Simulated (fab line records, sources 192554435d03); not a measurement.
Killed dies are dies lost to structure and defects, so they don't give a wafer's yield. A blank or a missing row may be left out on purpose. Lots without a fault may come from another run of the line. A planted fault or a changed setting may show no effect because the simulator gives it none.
fab line records | flow n5_finfet
record lots=7 wafers=21
route steps=1938 shown BEOL_M2@881 BEOL_M3@960 BEOL_M4@1028 BEOL_M5@1154 BEOL_M6@1221
start_h: hours from the record's first day to the start of the lot's first wafer shown | wait_h: hours since the lot's step before | " the same as in the row above | L1.1+2: a row that stands for several wafers | - no value, or no start given | * or withheld: withheld | < > ~ a bound
route shown NAME@n: a module of which the file shows steps, and the number in the route of the first | usual: mean/standard deviation of fault-free wafers | same: alike in all rows | chamber/n: place in a boat | sites: the reading at each site | _std_site: their standard deviation | _edge_site: outer sites' mean less inner sites' | radius_mm: how far each site lies from the wafer's centre | mask NAME#n: copy n | behind: the tool/chamber that last shaped the wafer | hold: why the lot was held/for how many hours/how that ended | device: the transistor (n, p or np) that didn't switch | end of line: the same wafers' tests at the end of the route | a step without rows: its recipe alone | killed: dies lost to structure and defects at the first sort, not the wafer's yield | map: a wafer's dies, x killed, . not, _ none there
set.NAME: the setting as run; set.NAME@STEP: as run at that earlier step | model.NAME: the simulator's own value behind a step, which no gauge read
lots whose settings were changed on purpose; a table a step, a row a wafer
## steps
# step N5_BEOL_M2_ETCH_69
# recipe chemistry=CF4 target=SiARC target_depth_a=156 mask_material=CAR-EUV time_s=26 ion_energy_ev=80 pressure_mtorr=40 source_w=545 bias_w=36 Ar_flow_sccm=100 cf4_flow_sccm=100 ends=cleared
# usual etch_rf_on_time_s=25.7/0.37 rf_vpp_V=184.3/1.1
# columns lot.wafer tool chamber start_h wait_h set.bias_w etch_rf_on_time_s rf_vpp_V
L074.1 rie_diel-05 0 161.05 0.0 36 25.7 184.1
L074.3 " 3 " " 36 25.6 184.5
L074.5 " 2 " " 36 25.1 184.6
L076.2 rie_diel-01 1 166.00 0.0 36 25.4 185.3
L076.3 " 0 " " 36 25.3 183.9
L076.5 " 0 " " 36 25.2 185.4
L082.4 rie_diel-05 3 179.52 0.0 36 26.0 184.6
L082.5 " 0 " " 36 26.1 184.2
L082.6 " 3 " " 31.98 26.6 171.3
L083.1 rie_diel-01 2 189.26 0.0 38.91 24.6 193.3
L083.3 " 1 " " 38.91 24.9 192.2
L083.5 " 2 " " 36 25.2 183.0
L084.2 rie_diel-05 2 215.27 0.0 42.16 24.1 203.6
L084.3 " 1 " " 42.16 24.5 203.6
L084.4 " 3 " " 36 25.5 183.1
L088.1 rie_diel-05 3 227.42 0.0 41.13 24.4 201.3
L088.2 " 1 " " 36 25.9 182.6
L088.3 " 2 " " 41.13 24.3 201.0
L090.1 rie_diel-01 1 237.08 0.0 41.13 24.5 201.5
L090.2 " 0 " " 41.13 24.7 200.5
L090.4 " 2 " " 36 25.3 185.3
# step N5_BEOL_M3_COAT_22
# recipe resist=CAR-EUV spin_rpm=1500 resist_thk_nm=30
# columns lot.wafer tool chamber start_h wait_h set.spin_rpm model.CAR-EUV_of_BEOL_M3_COAT_22.thk_nm
L074.1+3 litho_track-01 0 - - 1500 29.8
L074.5 " 0 " " 1500 30
L076.2+5 litho_track-03 0 - - 1373 31.4
L076.3 " 0 " " 1500 30
L082.4 litho_track-01 0 - - 1500 30
L082.5+6 " 0 " " 1500 30.2
L083.1+3+5 litho_track-01 0 - - 1500 30
L084.2 litho_track-03 0 - - 1373 31.4
L084.3+4 " 0 " " 1500 30.2
L088.1+2+3 litho_track-03 0 - - 1500 30
L090.1 litho_track-03 0 - - 1500 30.2
L090.2+4 " 0 " " 1334 32
# step N5_BEOL_M3_EXPOSE_25
# recipe mask_id=V2 na=0.33 source_shape=quasar sigma_inner=0.2 sigma_outer=0.8 polarization=unpolarized defocus_nm=5 dose_mj=63
# columns lot.wafer tool chamber start_h wait_h mask set.dose_mj
L074.1+3+5 euv_scanner-02 0 172.76 - V2#0 63
L076.2 euv_scanner-02 0 175.86 - V2#0 60.7
L076.3+5 " 0 " " V2#0 63
L082.4+6 euv_scanner-01 0 189.03 - V2#0 66.85
L082.5 " 0 " " V2#0 63
L083.1 euv_scanner-02 0 196.25 - V2#0 63
L083.3+5 " 0 " " V2#0 60.08
L084.2+3 euv_scanner-02 0 233.62 - V2#0 67.27
L084.4 " 0 " " V2#0 63
L088.1+2 euv_scanner-01 0 239.02 - V2#0 63
L088.3 " 0 " " V2#0 65.71
L090.1+2+4 euv_scanner-02 0 247.92 - V2#0 63
# step N5_BEOL_M3_PEB_26
# recipe peb_temp_c=100 peb_time_s=60 resist=CAR-EUV
# step N5_BEOL_M3_DEVELOP_27
# recipe develop_time_s=30 developer=TMAH resist=CAR-EUV rinse_liquid=surfactant_rinse dry=air_spin dev_temp_c=23
# columns lot.wafer tool chamber start_h wait_h set.spin_rpm@BEOL_M3_COAT_22 model.CAR-EUV_of_BEOL_M3_COAT_22.thk_nm
L074.1+3 litho_track-01 0 - - 1500 29.4
L074.5 " 0 " " 1500 29.6
L076.2 litho_track-03 0 - - 1373 30.8
L076.3 " 0 " " 1500 29.4
L076.5 " 0 " " 1373 31
L082.4+5+6 litho_track-01 0 - - 1500 29.6
L083.1+3+5 litho_track-01 0 - - 1500 29.6
L084.2 litho_track-04 0 - - 1373 31
L084.3+4 " 0 " " 1500 29.6
L088.1+2+3 litho_track-03 0 - - 1500 29.6
L090.1 litho_track-04 0 - - 1500 29.8
L090.2+4 " 0 " " 1334 31.6
# step N5_BEOL_M3_CD_MEAS_28
# recipe target_cd_nm=25.7 landing_energy_ev=500 detector=se_inlens target_cd_y_nm=23.3 polarity=opening
# usual cd_nm=25.75/0.23
# columns lot.wafer tool chamber start_h wait_h set.dose_mj@BEOL_M3_EXPOSE_25 cd_nm
L074.1 cd_sem-03 0 172.90 - 63 26.01
L074.3 " 0 " " 63 26.03
L074.5 " 0 " " 63 25.32
L076.2 cd_sem-02 0 176.00 - 60.7 25.28
L076.3 " 0 " " 63 25.62
L076.5 " 0 " " 63 25.76
L082.4 cd_sem-01 0 189.15 - 66.85 26.90
L082.5 " 0 " " 63 26.06
L082.6 " 0 " " 66.85 27.12
L083.1 cd_sem-01 0 196.40 - 63 25.82
L083.3 " 0 " " 60.08 24.98
L083.5 " 0 " " 60.08 24.96
L084.2 cd_sem-02 0 233.75 - 67.27 26.83
L084.3 " 0 " " 67.27 26.70
L084.4 " 0 " " 63 25.69
L088.1 cd_sem-02 0 239.17 - 63 25.73
L088.2 " 0 " " 63 25.60
L088.3 " 0 " " 65.71 26.45
L090.1 cd_sem-01 0 248.06 - 63 25.46
L090.2 " 0 " " 63 25.89
L090.4 " 0 " " 63 25.54
# step N5_BEOL_M4_COAT_05
# recipe resist=CAR-EUV spin_rpm=1500 resist_thk_nm=30
# columns lot.wafer tool chamber start_h wait_h set.spin_rpm model.CAR-EUV_of_BEOL_M4_COAT_05.thk_nm
L074.1+5 litho_track-05 0 - - 1500 30.2
L074.3 " 0 " " 1500 30
L076.2 litho_track-02 0 - - 1571 29.4
L076.3 " 0 " " 1571 29.2
L076.5 " 0 " " 1500 29.8
L082.4+5+6 litho_track-01 0 - - 1500 30
L083.1+3 litho_track-01 0 - - 1421 30.8
L083.5 " 0 " " 1500 29.8
L084.2 litho_track-02 0 - - 1500 30
L084.3 " 0 " " 1356 31.4
L084.4 " 0 " " 1356 31.6
L088.1 litho_track-01 0 - - 1500 30
L088.2+3 " 0 " " 1667 28.4
L090.1+2 litho_track-05 0 - - 1500 30
L090.4 " 0 " " 1500 30.2
# step N5_BEOL_M4_EBR_07
# recipe solvent=PGMEA ebr_width_mm=1.5
# step N5_BEOL_M4_SOFTBAKE_06
# recipe temp_c=110 time_s=60 resist=CAR-EUV
# step N5_BEOL_M4_DESCUM_16
# recipe chemistry=O2 time_s=7 source_power_w=50 bias_power_w=20 pressure_mtorr=20 rf_frequency_hz=2.712e+07 temp_c=40 resist=CAR-EUV o2_flow_sccm=225
# columns lot.wafer tool chamber start_h wait_h set.spin_rpm@BEOL_M4_COAT_05 model.CAR-EUV_of_BEOL_M4_COAT_05.thk_nm
L074.1+3+5 rie_diel-06 0,2,0 179.96 0.0 1500 26.2
L076.2+3 rie_diel-06 2,1 184.78 0.0 1571 25.4
L076.5 " 1 " " 1500 26
L082.4+5+6 rie_diel-05 2,1,0 200.77 0.2 1500 26
L083.1+3 rie_diel-05 0,3 214.86 0.0 1421 26.8
L083.5 " 3 " " 1500 26
L084.2 rie_diel-06 3 242.62 0.7 1500 26
L084.3 " 0 " " 1356 27.4
L084.4 " 1 " " 1356 27.6
L088.1 rie_diel-06 0 250.52 0.0 1500 26
L088.2+3 " 1,2 " " 1667 24.6
L090.1+2 rie_diel-06 0,1 257.25 0.1 1500 26
L090.4 " 3 " " 1500 26.2
# step N5_BEOL_M4_ETCH_70
# recipe chemistry=N2/H2 target=SOC target_depth_a=800 overetch_a=240 mask_material=SiARC temp_c=40 time_s=130 ion_energy_ev=200 pressure_mtorr=30 source_w=840 bias_w=150 n2_flow_sccm=200 h2_flow_sccm=200
# columns lot.wafer tool chamber start_h wait_h set.time_s model.SiARC_of_BEOL_M4_COAT_68.thk_nm
L074.1+3 rie_diel-01 3,0 186.16 0.0 130 5.8
L074.5 " 2 " " 130 5.4
L076.2 rie_diel-01 1 189.65 0.0 130 5.6
L076.3 " 2 " " 106.7 6.6
L076.5 " 1 " " 106.7 6.8
L082.4 rie_diel-01 3 205.52 0.0 152.9 4.8
L082.5 " 2 " " 130 5.4
L082.6 " 1 " " 152.9 4.6
L083.1 rie_diel-01 3 225.38 0.0 116.6 6.6
L083.3+5 " 2 " " 130 5.4
L084.2 rie_diel-01 2 246.79 0.0 141 4.8
L084.3 " 0 " " 130 6
L084.4 " 3 " " 141 5.4
L088.1 rie_diel-05 3 255.53 0.0 130 5.8
L088.2 " 2 " " 130 5.6
L088.3 " 0 " " 130 6
L090.1 rie_diel-05 3 266.57 0.0 130 5.8
L090.2 " 2 " " 149.5 4.4
L090.4 " 0 " " 149.5 5
# step N5_BEOL_M4_TRENCH_ETCH_37
# recipe chemistry=C4F6/O2 target_depth_a=555.55 target=SiOC time_s=29.2 ion_energy_ev=250 pressure_mtorr=30 source_w=355 bias_w=185 Ar_flow_sccm=300 C4F6_flow_sccm=10 O2_flow_sccm=10
# columns lot.wafer tool chamber start_h wait_h set.time_s model.etch.depth_nm model.BEOL_M4.feature_depth_nm
L074.1 rie_diel-01 3 - - 29.2 55.64 55.6
L074.3 " 0 " " 29.2 55.87 55.8
L074.5 " 2 " " 29.2 57.33 57.4
L076.2 rie_diel-01 1 - - 29.2 56.14 56.2
L076.3 " 2 " " 29.2 57.3 57.4
L076.5 " 1 " " 29.2 56.29 56.2
L082.4 rie_diel-01 3 - - 29.2 54.67 54.6
L082.5 " 2 " " 29.2 56.97 57
L082.6 " 1 " " 29.2 56.11 56.2
L083.1 rie_diel-01 3 - - 29.2 54.61 54.6
L083.3 " 2 " " 29.2 56.12 56.2
L083.5 " 2 " " 29.2 56.5 56.4
L084.2 rie_diel-01 2 - - 29.2 56.83 56.8
L084.3 " 0 " " 29.2 55.42 55.4
L084.4 " 3 " " 29.2 55.62 55.6
L088.1 rie_diel-05 3 - - 29.2 56.24 56.2
L088.2 " 2 " " 27.26 52.42 52.4
L088.3 " 0 " " 27.26 51.94 52
L090.1 rie_diel-05 3 - - 25.11 49.06 49
L090.2 " 2 " " 25.11 48.39 48.4
L090.4 " 0 " " 29.2 55.95 56
# step N5_BEOL_M4_ETCH_41
# recipe chemistry=CH3F/O2 target=SiCN target_depth_a=299 taper_deg=2 time_s=52.5 ion_energy_ev=120 mask_material=TiN pressure_mtorr=30 source_w=395 bias_w=75 Ar_flow_sccm=150 CH3F_flow_sccm=30 O2_flow_sccm=20
# step N5_BEOL_M4_STRIP_97
# recipe chemistry=N2/H2 time_s=10 power_w=450 temp_c=40 pressure_mtorr=20 rf_frequency_hz=6e+07 bias_power_w=7 n2_flow_sccm=200 h2_flow_sccm=200
# step N5_BEOL_M4_OCD_MEAS_38
# usual trench_depth_nm=56.0/0.8
# columns lot.wafer tool chamber start_h wait_h set.time_s@BEOL_M4_TRENCH_ETCH_37 trench_depth_nm
L074.1 ocd-02 - 186.52 - 29.2 55.3
L074.3 " - " " 29.2 55.6
L074.5 " - " " 29.2 57.2
L076.2 ocd-02 - 190.01 - 29.2 56.5
L076.3 " - " " 29.2 57.0
L076.5 " - " " 29.2 56.3
L082.4 ocd-02 - 205.88 - 29.2 54.4
L082.5 " - " " 29.2 57.0
L082.6 " - " " 29.2 56.4
L083.1 ocd-01 - 225.73 - 29.2 54.3
L083.3 " - " " 29.2 56.1
L083.5 " - " " 29.2 56.8
L084.2 ocd-01 - 247.15 - 29.2 56.8
L084.3 " - " " 29.2 55.5
L084.4 " - " " 29.2 55.8
L088.1 ocd-02 - 255.89 - 29.2 56.3
L088.2 " - " " 27.26 52.4
L088.3 " - " " 27.26 52.0
L090.1 ocd-02 - 266.93 - 25.11 49.1
L090.2 " - " " 25.11 48.3
L090.4 " - " " 29.2 55.9
# step N5_BEOL_M4_HM_STRIP_39
# recipe chemistry=peroxide_tin_strip material=TiN target_depth_a=250 temp_c=50 time_s=158
# step N5_BEOL_M4_SRD_40
# recipe time_s=30 temp_c=23 rinse_liquid=diw dry=ipa_marangoni
# step N5_BEOL_M4_ECD_50
# recipe material=Cu target_thk_a=3000
# step N5_BEOL_M4_ANNEAL_51
# recipe temp_c=225 time_s=90 ambient=N2
# step N5_BEOL_M4_CMP_52
# recipe stop_on=SiOC t_overpolish_s=6.8 down_force_psi=1 platen_rpm=50 clearing_platen_down_force_psi=1.5 clearing_platen_rpm=50 post_cmp_clean=cu_alkaline target_thk_nm=40 clearing_platen_pad_velocity_m_s=0.99484 pad_velocity_m_s=0.99484
# columns lot.wafer tool chamber start_h wait_h set.time_s@BEOL_M4_TRENCH_ETCH_37 model.Cu_of_BEOL_M4_ECD_50.thk_nm
L074.1 cmp-02 3 190.14 0.3 29.2 43.2
L074.3 " 0 " " 29.2 39.2
L074.5 " 2 " " 29.2 43
L076.2 cmp-03 2 195.03 0.2 29.2 39
L076.3 " 0 " " 29.2 40.4
L076.5 " 3 " " 29.2 42
L082.4 cmp-02 2 209.41 0.1 29.2 38.4
L082.5+6 " 2,3 " " 29.2 40.4
L083.3 cmp-02 0 229.47 0.2 29.2 42
L083.1 " 3 " " 29.2 42.6
L083.5 " 0 " " 29.2 42.2
L084.2 cmp-02 1 250.53 0.2 29.2 42.4
L084.3 " 2 " " 29.2 39.4
L084.4 " 0 " " 29.2 40.6
L088.1 cmp-02 2 259.72 0.3 29.2 41.4
L088.3 " 3 " " 27.26 37.8
L088.2 " 0 " " 27.26 36.6
L090.4 cmp-02 3 270.47 0.1 29.2 42.4
L090.1 " 0 " " 25.11 33.4
L090.2 " 2 " " 25.11 32.8
# step N5_BEOL_M4_THK_MEAS_53
# recipe thk_meas_gauge=xrf reads=Cu_of_BEOL_M4_ECD_50
# usual M4_THK=40.8/1.5
# columns lot.wafer tool chamber start_h wait_h set.time_s@BEOL_M4_TRENCH_ETCH_37 M4_THK[nm]
L074.1 film_metro-02 - 190.40 - 29.2 43.4
L074.3 " - " " 29.2 39.6
L074.5 " - " " 29.2 43.1
L076.2 film_metro-02 - 195.32 - 29.2 39.4
L076.3 " - " " 29.2 40.7
L076.5 " - " " 29.2 42.3
L082.4 film_metro-02 - 209.71 - 29.2 38.7
L082.5 " - " " 29.2 40.8
L082.6 " - " " 29.2 41.1
L083.1 film_metro-01 - 229.77 - 29.2 42.8
L083.3 " - " " 29.2 42.2
L083.5 " - " " 29.2 42.4
L084.2 film_metro-02 - 250.82 - 29.2 43.1
L084.3 " - " " 29.2 40.0
L084.4 " - " " 29.2 41.1
L088.1 film_metro-02 - 260.02 - 29.2 42.2
L088.2 " - " " 27.26 37.2
L088.3 " - " " 27.26 38.3
L090.1 film_metro-02 - 270.76 - 25.11 33.6
L090.2 " - " " 25.11 32.8
L090.4 " - " " 29.2 42.5
# step N5_BEOL_M4_PRE_CLEAN_60
# recipe gas=NH3/H2 time_s=15 temp_c=* rf_power_w=300
# step N5_BEOL_M4_CO_CAP_55
# recipe material=Co target_thk_a=20 temp_c=200 precursor=CCTBA/H2 pressure_torr=30 time_s=102.1
# step N5_BEOL_M4_PRE_CLEAN_56
# recipe gas=NH3 time_s=15 temp_c=withheld rf_power_w=300
# step N5_BEOL_M4_DEP_57
# recipe material=SiCN target_thk_a=80 temp_c=withheld precursor=3MS/NH3 pressure_torr=3 rf_w=202 time_s=14
# step N5_BEOL_M4_RS_MEAS_58
# recipe thk_meas_gauge=four-point-probe reads=Co_of_BEOL_M4_CO_CAP_55+Cu_of_BEOL_M4_ECD_50+Co_of_BEOL_M4_CVD_47+TaN_of_BEOL_M4_ALD_84
# usual M4_RS=0.66/0.032
# columns lot.wafer tool chamber start_h wait_h set.time_s@BEOL_M4_TRENCH_ETCH_37 M4_RS[ohm/sq]
L074.1 film_metro-02 - 190.66 0.0 29.2 0.60
L074.3 " - " " 29.2 0.68
L074.5 " - " " 29.2 0.61
L076.2 film_metro-01 - 195.58 0.1 29.2 0.69
L076.3 " - " " 29.2 0.66
L076.5 " - " " 29.2 0.63
L082.4 film_metro-02 - 209.97 0.0 29.2 0.70
L082.5 " - " " 29.2 0.66
L082.6 " - " " 29.2 0.66
L083.1 film_metro-01 - 230.03 0.0 29.2 0.62
L083.3 " - " " 29.2 0.63
L083.5 " - " " 29.2 0.62
L084.2 film_metro-02 - 251.08 0.1 29.2 0.62
L084.3 " - " " 29.2 0.68
L084.4 " - " " 29.2 0.66
L088.1 film_metro-02 - 260.28 0.0 29.2 0.64
L088.2 " - " " 27.26 0.75
L088.3 " - " " 27.26 0.72
L090.1 film_metro-02 - 271.02 0.0 25.11 0.85
L090.2 " - " " 25.11 0.86
L090.4 " - " " 29.2 0.62
# step N5_BEOL_M5_ETCH_68
# recipe chemistry=N2/H2 target=SOC target_depth_a=800 overetch_a=160 mask_material=SiARC temp_c=40 time_s=120 ion_energy_ev=200 pressure_mtorr=30 source_w=840 bias_w=150 n2_flow_sccm=200 h2_flow_sccm=200
# columns lot.wafer tool chamber start_h wait_h set.time_s model.SiARC_of_BEOL_M5_COAT_66.thk_nm
L074.1+3 rie_diel-03 2,3 195.45 0.0 120 6.6
L074.5 " 1 " " 120 6.4
L076.2+3+5 rie_diel-02 0,1,0 200.88 0.0 120 6.4
L082.4 rie_diel-03 3 218.89 0.0 120 6.6
L082.5+6 " 3,2 " " 144.2 5.4
L083.1 rie_diel-04 3 236.51 0.0 120 6.2
L083.3 " 0 " " 108.9 7
L083.5 " 3 " " 108.9 6.8
L084.2+3+4 rie_diel-02 2,3,1 256.96 0.0 120 6.4
L088.1+2 rie_diel-02 3,1 266.73 0.0 120 6.4
L088.3 " 0 " " 141.3 5.4
L090.1+2 rie_diel-02 1,3 282.13 0.0 120 6.4
L090.4 " 3 " " 139.1 5.4
# step N5_BEOL_M5_VIA_ETCH_34
# recipe chemistry=C4F6/O2 target=SiCOH_lowk target_depth_a=883 mask_material=SOC taper_deg=4 time_s=39.2 ion_energy_ev=250 pressure_mtorr=30 source_w=345 bias_w=185 Ar_flow_sccm=300 C4F6_flow_sccm=10 O2_flow_sccm=10
# usual rf_vpp_V=661/13
# columns lot.wafer tool chamber start_h wait_h set.bias_w rf_vpp_V
L074.1 rie_diel-03 2 195.55 0.0 185 656
L074.3 " 3 " " 185 650
L074.5 " 1 " " 185 641
L076.2 rie_diel-02 0 200.98 0.0 210.5 720
L076.3 " 1 " " 185 656
L076.5 " 0 " " 210.5 720
L082.4 rie_diel-03 3 218.99 0.0 185 649
L082.5 " 3 " " 216.7 735
L082.6 " 2 " " 185 656
L083.1 rie_diel-04 3 236.61 0.0 166.6 610
L083.3 " 0 " " 185 673
L083.5 " 3 " " 166.6 610
L084.2 rie_diel-02 2 257.06 0.0 164.6 615
L084.3 " 3 " " 185 688
L084.4 " 1 " " 185 654
L088.1 rie_diel-02 3 266.83 0.0 185 688
L088.2 " 1 " " 160.7 587
L088.3 " 0 " " 185 649
L090.1 rie_diel-02 1 282.23 0.0 193.9 680
L090.2 " 3 " " 185 686
L090.4 " 3 " " 193.9 713
# step N5_BEOL_M6_COAT_22
# recipe resist=CAR-EUV spin_rpm=1500 resist_thk_nm=30
# columns lot.wafer tool chamber start_h wait_h set.spin_rpm model.CAR-EUV_of_BEOL_M6_COAT_22.thk_nm
L074.1+3 litho_track-02 0 - - 1500 29.8
L074.5 " 0 " " 1500 30
L076.2 litho_track-01 0 - - 1500 29.8
L076.3+5 " 0 " " 1399 30.8
L082.4 litho_track-01 0 - - 1647 28.8
L082.5 " 0 " " 1647 28.6
L082.6 " 0 " " 1500 30.2
L083.1+5 litho_track-01 0 - - 1500 29.8
L083.3 " 0 " " 1357 31.4
L084.2+3+4 litho_track-04 0 - - 1500 30
L088.1+2 litho_track-01 0 - - 1550 29.4
L088.3 " 0 " " 1500 30
L090.1+4 litho_track-04 0 - - 1500 29.8
L090.2 " 0 " " 1500 30
# step N5_BEOL_M6_EBR_24
# recipe solvent=PGMEA ebr_width_mm=1.5
# step N5_BEOL_M6_SOFTBAKE_23
# recipe temp_c=110 time_s=60 resist=CAR-EUV
# step N5_BEOL_M6_EXPOSE_25
# recipe mask_id=V5 na=0.33 source_shape=annular sigma_inner=0.4 sigma_outer=0.8 polarization=unpolarized target_cd_nm=40 dose_mj=45
# step N5_BEOL_M6_PEB_26
# recipe peb_temp_c=100 peb_time_s=60 resist=CAR-EUV
# step N5_BEOL_M6_DEVELOP_27
# recipe develop_time_s=30 developer=TMAH resist=CAR-EUV rinse_liquid=surfactant_rinse dry=air_spin dev_temp_c=23
# columns lot.wafer tool chamber start_h wait_h set.spin_rpm@BEOL_M6_COAT_22 model.CAR-EUV_of_BEOL_M6_COAT_22.thk_nm
L074.1+3+5 litho_track-04 0 - - 1500 29.4
L076.2 litho_track-04 0 - - 1500 29.4
L076.3+5 " 0 " " 1399 30.4
L082.4+5 litho_track-02 0 - - 1647 28.2
L082.6 " 0 " " 1500 29.6
L083.1+5 litho_track-02 0 - - 1500 29.4
L083.3 " 0 " " 1357 31
L084.2+3+4 litho_track-01 0 - - 1500 29.6
L088.1+2 litho_track-02 0 - - 1550 29
L088.3 " 0 " " 1500 29.6
L090.1+4 litho_track-02 0 - - 1500 29.4
L090.2 " 0 " " 1500 29.6
## key
split step=N5_BEOL_M2_ETCH_69 setting=bias_w stated=36 by=wafer
response step=N5_BEOL_M2_ETCH_69 reading=etch_rf_on_time_s change=* per=1% r=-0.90
response step=N5_BEOL_M2_ETCH_69 reading=rf_vpp_V change=+1.19 per=1% r=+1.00
split step=N5_BEOL_M3_COAT_22 setting=spin_rpm stated=1500 by=wafer
response step=N5_BEOL_M3_COAT_22 reading=model.CAR-EUV_of_BEOL_M3_COAT_22.thk_nm change=-0.158 per=1% r=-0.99
response step=N5_BEOL_M3_DEVELOP_27 reading=model.CAR-EUV_of_BEOL_M3_COAT_22.thk_nm change=-0.167 per=1% r=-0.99
split step=N5_BEOL_M3_EXPOSE_25 setting=dose_mj stated=63 by=wafer
response step=N5_BEOL_M3_CD_MEAS_28 reading=cd_nm change=+0.16 per=1% r=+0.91
split step=N5_BEOL_M4_COAT_05 setting=spin_rpm stated=1500 by=wafer
response step=N5_BEOL_M4_COAT_05 reading=model.CAR-EUV_of_BEOL_M4_COAT_05.thk_nm change=-0.15 per=1% r=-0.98
response step=N5_BEOL_M4_DESCUM_16 reading=model.CAR-EUV_of_BEOL_M4_COAT_05.thk_nm change=-0.139 per=1% r=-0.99
split step=N5_BEOL_M4_ETCH_70 setting=time_s stated=130 by=wafer
response step=N5_BEOL_M4_ETCH_70 reading=model.SiARC_of_BEOL_M4_COAT_68.thk_nm change=-0.0663 per=1% r=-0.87
split step=N5_BEOL_M4_TRENCH_ETCH_37 setting=time_s stated=29.2 by=wafer
response step=N5_BEOL_M4_TRENCH_ETCH_37 reading=model.etch.depth_nm change=+0.533 per=1% r=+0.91
response step=N5_BEOL_M4_TRENCH_ETCH_37 reading=model.BEOL_M4.feature_depth_nm change=+0.536 per=1% r=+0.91
response step=N5_BEOL_M4_OCD_MEAS_38 reading=trench_depth_nm change=+0.531 per=1% r=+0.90
response step=N5_BEOL_M4_CMP_52 reading=model.Cu_of_BEOL_M4_ECD_50.thk_nm change=+0.658 per=1% r=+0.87
response step=N5_BEOL_M4_THK_MEAS_53 reading=M4_THK change=+0.665 per=1% r=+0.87
response step=N5_BEOL_M4_RS_MEAS_58 reading=M4_RS change=-0.0162 per=1% r=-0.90
split step=N5_BEOL_M5_ETCH_68 setting=time_s stated=120 by=wafer
response step=N5_BEOL_M5_ETCH_68 reading=model.SiARC_of_BEOL_M5_COAT_66.thk_nm change=-0.0607 per=1% r=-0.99
split step=N5_BEOL_M5_VIA_ETCH_34 setting=bias_w stated=185 by=wafer
response step=N5_BEOL_M5_VIA_ETCH_34 reading=rf_vpp_V change=+5.17 per=1% r=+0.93
split step=N5_BEOL_M6_COAT_22 setting=spin_rpm stated=1500 by=wafer
response step=N5_BEOL_M6_COAT_22 reading=model.CAR-EUV_of_BEOL_M6_COAT_22.thk_nm change=-0.159 per=1% r=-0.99
response step=N5_BEOL_M6_DEVELOP_27 reading=model.CAR-EUV_of_BEOL_M6_COAT_22.thk_nm change=-0.155 per=1% r=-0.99
